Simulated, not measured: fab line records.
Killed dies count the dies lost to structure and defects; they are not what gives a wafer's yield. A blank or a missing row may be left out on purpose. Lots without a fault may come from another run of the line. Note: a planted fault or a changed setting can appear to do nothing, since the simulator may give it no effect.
Struck lot and sound lot, side by side	flow nand harc	15 steps out of a route of 1302
Sound: the wafers L530.3, L530.4, L530.6. Struck: wafers L543.4, L543.5. (L543.6 of the same lot was not struck and is left out.) The cause comes at the end.
Per side, at each step with rows, come the tool, then ch with its chambers, and then its first start. Under that, the readings that differ: sound wafers	struck wafers	difference of the means	sigmas: that difference in standard deviations of wafers without a fault.
alike: words and numbers the same on both sides, and readings whose means are apart by under 2 such deviations; not compared: readings that were withheld, readings missing a value for some wafer, numbers with overlapping values and no deviation given by the record, and bounds like >300 which may hide the same value.
A row with sigmas, a row that says differs or no value, or rows on one side alone: a step with any of these is where the two part. When numbers do not overlap yet have no deviation, they are printed without sigmas and do not part them. Lack of a reading on every wafer of one side parts them only where that side has two or more wafers.

first, 1 step without rows for these wafers: NHARC_A_CONTACT_ETCH_138 (etches the open film in C4F8/O2/Ar, time 311 s, target depth 1914 nm).
NHARC_A_CONTACT_ETCH_139: etches the open film in C4F8/O2/Ar, time 195 s, target depth 840 nm.
  sound on har cap etch-03 ch 0,1, day 22 21:41; struck on har cap etch-02 ch 0, day 28 14:20
  not compared: rf hours counter h
NHARC_A_CONTACT_ETCH_92: etches the open film in CH3F/O2, target depth 40 nm, time 85.7 s.
  sound on rie diel-09 ch 0,1,2, day 22 22:10; struck on rie diel-09 ch 0,2, day 28 14:50
  alike: drypump motor current A, oes product au, rf fwd power W, rf vpp V, showerhead plenum p Torr, throttle valve pct
  not compared: rf hours counter h
NHARC_A_CONTACT_ETCH_98: etches the open film in C4F6/O2, target depth 20 nm, time 10 s.
  sound on rie diel-09 ch 1,2,3; struck on rie diel-09 ch 0,3
  alike: drypump motor current A, oes product au, rf fwd power W, rf vpp V, showerhead plenum p Torr, throttle valve pct
  not compared: rf hours counter h
NHARC_A_CONTACT_CD_MEAS_15:
  sound on cd sem-01 at day 22 22:23; struck on cd sem-03 at day 28 15:01
  alike: cd nm
then, 3 steps without rows for these wafers: NHARC_A_CONTACT_STRIP_107 (strips in N2/H2); NHARC_A_CONTACT_STRIP_108 (strips in CF4/CHF3); NHARC_A_CONTACT_STRIP_109 (strips in O2/COS).
NHARC_A_CONTACT_ETCH_110: etches the open film in CF4/O2, target depth 60 nm, overetch 6 nm, time 33 s.
  sound on rie diel-09 ch 0,2, day 22 22:40; struck on rie diel-11 ch 0,3, day 28 15:21
  alike: drypump motor current A, oes_f_703_au, oes product au, rf fwd power W, rf vpp V, showerhead plenum p Torr, throttle valve pct
  not compared: rf hours counter h
NHARC_A_CONTACT_STRIP_26: strips in O2.
  sound on rie diel-09 ch 0,2,3; struck on rie diel-11 ch 2,3
  alike: drypump motor current A, oes product au, rf vpp V, showerhead plenum p Torr, throttle valve pct
  not compared: rf hours counter h
then, 2 steps without rows for these wafers: NHARC_A_CONTACT_STRIP_27 (strips in post etch residue remover, time 600 s); NHARC_A_CONTACT_ALD_18 (deposits TiN, target thk 3 nm, pulse time 1 s, ald cycles 150).
NHARC_A_CONTACT_CVD_19: deposits W, target thk 300 nm, time 802 s.
  sound on cvd w-01 ch 0,1, day 22 23:46; struck on cvd w-01 ch 0, day 28 19:26
  alike: heater power w, mfc wf6 sccm, throttle valve pct
NHARC_A_CONTACT_CMP_20: polishes, t overpolish 30 s, target thk 300 nm.
  sound on cmp-03 ch 0,1,2, day 23 00:26; struck on cmp-03 ch 2,3, day 28 20:02
reading	sound	struck	difference	sigmas
time to endpoint s (s)	61.9 59.6 62.1	32.1 30.9	-29.7	-10
  alike: motor current A, overpolish run s
-- jump in the record: it breaks off in module A_CONTACT and resumes in module END (first step shown: number 1302 of the route), and 2 days separate the struck wafers' starts before and after --
NHARC_END_SORT_01:
  the record has rows for the struck wafers here (prober-02 ch 0, day 30 21:56) and none for the sound ones

## WHERE THEY PART
Last at NHARC_END_SORT_01 as far as this record goes, first at NHARC_A_CONTACT_CMP_20.

WHY: what had been put in by the simulator
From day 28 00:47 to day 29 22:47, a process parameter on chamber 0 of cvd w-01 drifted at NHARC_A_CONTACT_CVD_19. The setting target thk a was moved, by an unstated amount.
